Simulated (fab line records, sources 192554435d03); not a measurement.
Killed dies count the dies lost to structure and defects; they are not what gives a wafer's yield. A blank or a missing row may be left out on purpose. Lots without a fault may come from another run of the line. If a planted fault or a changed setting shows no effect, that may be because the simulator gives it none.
Struck lot and sound lot, side by side ; flow n5_finfet ; 14 out of 1938 route steps
Sound: the wafers L200.1, L200.5, L200.6. Struck: wafers L209.1, L209.6 (left out: L209.3, a lot-mate that was not struck); the cause follows at the end.
Per side, at each step with rows, come the tool, then ch with its chambers, and then its first start. Under that, the readings that differ: sound wafers ; struck wafers ; difference of the means ; sigmas: that difference in standard deviations of wafers without a fault.
alike: a reading whose means differ by less than 2 such deviations, as well as words and numbers matching on both sides. not compared: withheld readings; readings where some wafer has no value; bounds like >300 that might hide an equal value; numbers whose values overlap and for which the record gives no deviation.
The two part at a step that has a row with sigmas, a row that says differs or no value, or rows on one side only. When numbers do not overlap yet have no deviation, they are printed without sigmas and do not part them. A reading that every wafer of one side lacks parts them only if that side has two wafers or more.

first, 2 steps without rows for these wafers: N5_BEOL_M15_STRIP_62 (strips in O2); N5_BEOL_M15_STRIP_37 (strips in O2).
N5_BEOL_M15_ETCH_38: etches SiCN in CF4/N2, target depth 106.4 nm, time 120.5 s.
  sound on rie_diel-04 ch 0,1; struck on rie_diel-05 ch 2,3
reading;sound;struck;difference;sigmas
drypump_motor_current_A (A);5.2 5.2 5.1;6.1 6.3;+1.0;+3
  alike: oes_product_au, rf_fwd_power_W, rf_vpp_V, showerhead_plenum_p_Torr, throttle_valve_pct
  not compared: rf_hours_counter_h
then, 4 steps without rows for these wafers: N5_BEOL_M15_PRECLEAN_39 (cleans in residue remover, time 60 s); N5_BEOL_M15_SRD_40 (time 30 s, dry time 30 s); N5_BEOL_M15_DEGAS_41 (time 60 s); N5_BEOL_M15_PRE_CLEAN_42 (time 30 s).
N5_BEOL_M15_SPUTTER_43: material TaN, target thk 15 nm, time 24.19 s.
  struck on pvd_sputter-03, day 14 18:02; sound on pvd_sputter-02, day 11 21:38
  alike: throttle_valve_pct
N5_BEOL_M15_SPUTTER_44: material Ta, target thk 15 nm, time 24.19 s.
  struck on pvd_sputter-03, day 14 18:07; sound on pvd_sputter-02, day 11 21:43
  alike: throttle_valve_pct
N5_BEOL_M15_SPUTTER_45: material Cu, target thk 100 nm, time 16.67 s.
  struck on pvd_sputter-03, day 14 18:11; sound on pvd_sputter-02, day 11 21:47
  alike: chuck_gas_flow_sccm, throttle_valve_pct
then, 1 step without rows for these wafers: N5_BEOL_M15_ECD_47 (material Cu, target thk 1860 nm).
N5_BEOL_M15_ANNEAL_48: time 90 s.
  sound on rtp_anneal-01 ch 0, day 11 22:37; struck on rtp_anneal-01 ch 0, day 14 18:33
  alike: anneal_temp_c, wafer_temp_C_max
N5_BEOL_M15_CMP_49: polishes, stops on SiO2, t overpolish 4.9 s, target thk 850 nm.
  sound on cmp-01 ch 0,2,3, day 11 23:02; struck on cmp-03 ch 0, day 14 18:52
reading;sound;struck;difference;sigmas
barrier_field_endpoint_s (s);11.72 11.47 11.41;9.42 9.88;-1.88;-8
head_pressure_psi (psi);2.002 1.999 2.009;2.406 2.408;+0.404;+94
motor_current_A (A);7.7 8.5 6.9;10.2 10.3;+2.5;+3
  alike: overpolish_run_s, retaining_ring_pressure_frac
  not compared: pad_life_wafers
next, for these wafers, 1 step has no rows: N5_PASSIVATION_PROBE_49.

== WHERE THEY PART ==
Earliest at N5_BEOL_M15_ETCH_38; latest, in this record, at N5_BEOL_M15_CMP_49.

WHY: whatever the simulator had introduced
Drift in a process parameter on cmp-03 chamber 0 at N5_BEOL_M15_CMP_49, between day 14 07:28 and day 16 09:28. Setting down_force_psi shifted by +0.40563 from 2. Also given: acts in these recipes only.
